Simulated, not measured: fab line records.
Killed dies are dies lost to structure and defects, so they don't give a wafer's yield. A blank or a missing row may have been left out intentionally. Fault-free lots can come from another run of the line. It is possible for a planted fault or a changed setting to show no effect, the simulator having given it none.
Chamber matching ; flow nand_harc ; 4 sister chambers for NHARC_A_STAIRCASE_ETCH_313 on rie_diel-07
The step etches the open film in CF4/CHF3. 4 wafers are shown with their chamber, then 7 later ones without.

WAFERS WITH THEIR CHAMBER
wafer;chamber;showerhead_plenum_p_Torr (Torr)
L080.4;2;1.49
L082.5;0;1.46
L084.3;3;1.56
L084.4;1;1.53

WAFERS MISSING THEIR CHAMBER
wafer;showerhead_plenum_p_Torr (Torr)
L084.5;1.53
L092.3;1.56
L092.4;1.52
L092.5;1.49
L093.1;1.49
L093.2;1.52
L093.3;1.69

THE CHAMBER EACH PASSED THROUGH
wafer;from the rows above;in truth
L084.5;can't be placed: 1 or 3 or 2 or 0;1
L092.3;can't be placed: 3 or 1 or 2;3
L092.4;can't be placed: 1 or 2 or 3 or 0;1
L092.5;can't be placed: 2 or 0 or 1 or 3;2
L093.1;can't be placed: 2 or 0 or 1 or 3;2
L093.2;can't be placed: 1 or 2 or 3 or 0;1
L093.3;can't be placed: 3 or 1 or 2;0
Placed correctly: 0 of 7. Not placeable from these rows: 7 (in 6, the candidates include the true chamber). Placed wrongly: 0.
How it was worked out, from the rows above alone: a wafer's distance from a chamber is the root of the sum, over the readings, of the square of ((its reading less the chamber's mean) divided by the reading's scatter). The wafer belongs to the nearest chamber; if the next one is less than 2 further off, it can't be placed. A chamber's mean is the mean of its shown wafers. The scatter: root of mean squared gap, hidden wafer to nearest shown wafer, with one shown wafer a chamber.
